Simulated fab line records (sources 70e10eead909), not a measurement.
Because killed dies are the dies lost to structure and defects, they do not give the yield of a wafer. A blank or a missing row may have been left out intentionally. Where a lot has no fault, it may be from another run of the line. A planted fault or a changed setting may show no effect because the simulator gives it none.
Matching of chambers	flow nand harc	NHARC_A_STAIRCASE_DEP_417 on pecvd-04 has 3 sister chambers
The step deposits Si3N4, target thk 60 nm. 6 wafers are shown with their chamber, then 8 later ones without.

WAFERS PAIRED WITH THEIR CHAMBERS
wafer	chamber	heater power w (W)
L090.4	1	807
L090.5	2	740
L092.1	1	752
L092.3	2	684
L092.6	0	678
L091.2	0	659

WAFERS WHOSE CHAMBER IS MISSING
wafer	heater power w (W)
L091.3	760
L091.6	784
L094.1	670
L094.2	713
L094.5	730
L095.2	730
L095.3	713
L095.5	728

WHICH CHAMBER EACH WENT THROUGH
wafer	from the rows above	in truth
L091.3	can't be placed: 1 or 2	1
L091.6	1	1
L094.1	can't be placed: 0 or 2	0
L094.2	can't be placed: 2 or 0 or 1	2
L094.5	can't be placed: 2 or 1 or 0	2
L095.2	can't be placed: 2 or 1 or 0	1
L095.3	can't be placed: 2 or 0 or 1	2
L095.5	can't be placed: 2 or 1 or 0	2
1 of 8 placed correctly. Unplaceable from these rows: 7, with the true chamber sitting among the candidates in 7. Wrongly placed: 0.
How it was worked out, from the rows above alone: a wafer's distance from a chamber is the root of the sum, over the readings, of the square of ((its reading less the chamber's mean) divided by the reading's scatter). The wafer belongs to the nearest chamber; if the next one is less than 2 further off, it can't be placed. A chamber's mean is the mean of its shown wafers. The scatter is the square root of a quotient: the sum, over the shown wafers, of each reading's squared deviation from its chamber's mean, divided by wafers minus chambers.
